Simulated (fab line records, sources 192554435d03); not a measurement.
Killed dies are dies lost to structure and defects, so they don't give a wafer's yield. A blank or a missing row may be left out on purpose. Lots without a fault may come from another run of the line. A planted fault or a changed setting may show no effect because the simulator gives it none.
Chamber matching | flow n5_finfet | N5_HKMG_FIN_STRIP_92 on rie_diel-04: 4 sister chambers
The step strips SOC in N2/H2, time 20 s. 4 wafers are shown with their chamber, then 9 later ones without.

WAFERS WITH THEIR CHAMBER
wafer  | chamber | throttle_valve_pct (%)
L089.5 | 0       | 19.30
L089.6 | 3       | 18.89
L090.3 | 1       | 18.86
L090.5 | 2       | 18.61

WAFERS WITHOUT THEIR CHAMBER
wafer  | throttle_valve_pct (%)
L091.2 | 18.61
L091.3 | 19.30
L091.4 | 18.90
L092.1 | 18.62
L092.2 | 18.89
L092.5 | 18.90
L094.2 | 18.90
L094.5 | 18.63
L094.6 | 18.92

WHICH CHAMBER EACH WENT THROUGH
wafer  | from the rows above | in truth
L091.2 | 2                   | 2
L091.3 | 0                   | 0
L091.4 | 3                   | 3
L092.1 | 2                   | 2
L092.2 | 3                   | 3
L092.5 | 3                   | 3
L094.2 | 3                   | 3
L094.5 | 2                   | 2
L094.6 | 3                   | 3
Placed correctly: 9 of 9. Can't be placed from these rows: 0. Placed wrongly: 0.
How it was worked out, from the rows above alone: a wafer's distance from a chamber is the root of the sum, over the readings, of the square of ((its reading less the chamber's mean) divided by the reading's scatter). The wafer belongs to the nearest chamber; if the next one is less than 2 further off, it can't be placed. A chamber's mean is the mean of its shown wafers. The scatter: with one shown wafer a chamber, the root of the mean of the squares of how far each hidden wafer lies from its nearest shown one.
